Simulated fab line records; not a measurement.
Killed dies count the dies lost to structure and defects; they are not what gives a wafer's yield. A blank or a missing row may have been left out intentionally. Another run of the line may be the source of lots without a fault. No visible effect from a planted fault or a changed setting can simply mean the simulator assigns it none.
Chamber matching + flow n5Finfet + rieDiel-04 running N5_HKMG_FIN_STRIP_89: 4 sister chambers
The step strips SOC in N2/H2, time 20 s. 4 wafers are shown with their chamber, then 7 later ones without.

## EACH WAFER AND ITS CHAMBER
| wafer  | chamber | showerheadPlenumPTorr (Torr) |
|--------|---------|------------------------------|
| L088.2 | 0       | 3.50                         |
| L088.4 | 3       | 3.45                         |
| L091.1 | 2       | 3.57                         |
| L091.3 | 1       | 3.36                         |

## WAFERS WHOSE CHAMBER IS MISSING
| wafer  | showerheadPlenumPTorr (Torr) |
|--------|------------------------------|
| L091.6 | 3.45                         |
| L092.3 | 3.45                         |
| L092.4 | 3.36                         |
| L092.5 | 3.45                         |
| L095.1 | 3.36                         |
| L095.5 | 3.56                         |
| L095.6 | 3.45                         |

## WHICH CHAMBER EACH WENT THROUGH
| wafer  | from the rows above | in truth |
|--------|---------------------|----------|
| L091.6 | 3                   | 3        |
| L092.3 | 3                   | 3        |
| L092.4 | 1                   | 1        |
| L092.5 | 3                   | 3        |
| L095.1 | 1                   | 1        |
| L095.5 | 2                   | 2        |
| L095.6 | 3                   | 3        |
Correctly placed: 7 of 7. Left unplaced by these rows: 0. 0 placed wrongly.
How it was worked out, from the rows above alone: a wafer's distance from a chamber is the root of the sum, over the readings, of the square of ((its reading less the chamber's mean) divided by the reading's scatter). The wafer belongs to the nearest chamber; if the next one is less than 2 further off, it can't be placed. Each chamber's mean is taken over the wafers shown for it. The scatter: with one shown wafer a chamber, the root of the mean of the squares of how far each hidden wafer lies from its nearest shown one.
